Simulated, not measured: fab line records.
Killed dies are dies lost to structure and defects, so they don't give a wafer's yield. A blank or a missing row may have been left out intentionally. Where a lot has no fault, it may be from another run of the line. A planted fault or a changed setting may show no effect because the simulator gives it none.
Matching of chambers + flow n5Finfet + N5_FIN_CUT_CUT_ETCH_26 on rieDiel-04: 4 sister chambers
The step etches SiNx in CH3F/O2, target depth 39 nm, time 55.7 s. 8 wafers are shown with their chamber, then 11 later ones without.

## WAFERS, EACH WITH ITS CHAMBER
| wafer  | chamber | drypumpMotorCurrentA (A) | showerheadPlenumPTorr (Torr) |
|--------|---------|--------------------------|------------------------------|
| L083.6 | 1       | 5.4                      | 2.07                         |
| L085.2 | 0       | 5.4                      | 2.09                         |
| L085.4 | 2       | 6.1                      | 1.98                         |
| L085.6 | 2       | 6.1                      | 1.98                         |
| L089.2 | 3       | 6.8                      | 1.90                         |
| L089.3 | 0       | 5.3                      | 2.09                         |
| L089.5 | 1       | 5.4                      | 2.06                         |
| L090.3 | 3       | 6.8                      | 1.90                         |

## WAFERS WITH NO CHAMBER GIVEN
| wafer  | drypumpMotorCurrentA (A) | showerheadPlenumPTorr (Torr) |
|--------|--------------------------|------------------------------|
| L090.4 | 5.3                      | 2.09                         |
| L090.5 | 5.4                      | 2.06                         |
| L092.2 | 5.4                      | 2.09                         |
| L092.3 | 6.8                      | 1.90                         |
| L092.5 | 5.4                      | 2.06                         |
| L093.1 | 5.4                      | 2.06                         |
| L093.4 | 5.4                      | 2.09                         |
| L093.6 | 6.7                      | 1.90                         |
| L097.2 | 6.1                      | 1.98                         |
| L097.3 | 6.7                      | 1.90                         |
| L097.4 | 5.4                      | 2.06                         |

## WHICH CHAMBER EACH WENT THROUGH
| wafer  | from the rows above | in truth |
|--------|---------------------|----------|
| L090.4 | 0                   | 0        |
| L090.5 | 1                   | 1        |
| L092.2 | 0                   | 0        |
| L092.3 | 3                   | 3        |
| L092.5 | 1                   | 1        |
| L093.1 | 1                   | 1        |
| L093.4 | 0                   | 0        |
| L093.6 | 3                   | 3        |
| L097.2 | 2                   | 2        |
| L097.3 | 3                   | 3        |
| L097.4 | 1                   | 1        |
Correct placement for 11 of the 11. From these rows, 0 cannot be placed. Number placed wrongly: 0.
How it was worked out, from the rows above alone: a wafer's distance from a chamber is the root of the sum, over the readings, of the square of ((its reading less the chamber's mean) divided by the reading's scatter). The wafer belongs to the nearest chamber; if the next one is less than 2 further off, it can't be placed. The mean given for a chamber averages the wafers shown for that chamber. The scatter: take each reading less its chamber's mean, square it, sum over the shown wafers, divide by the number of wafers less the number of chambers, and take the root.
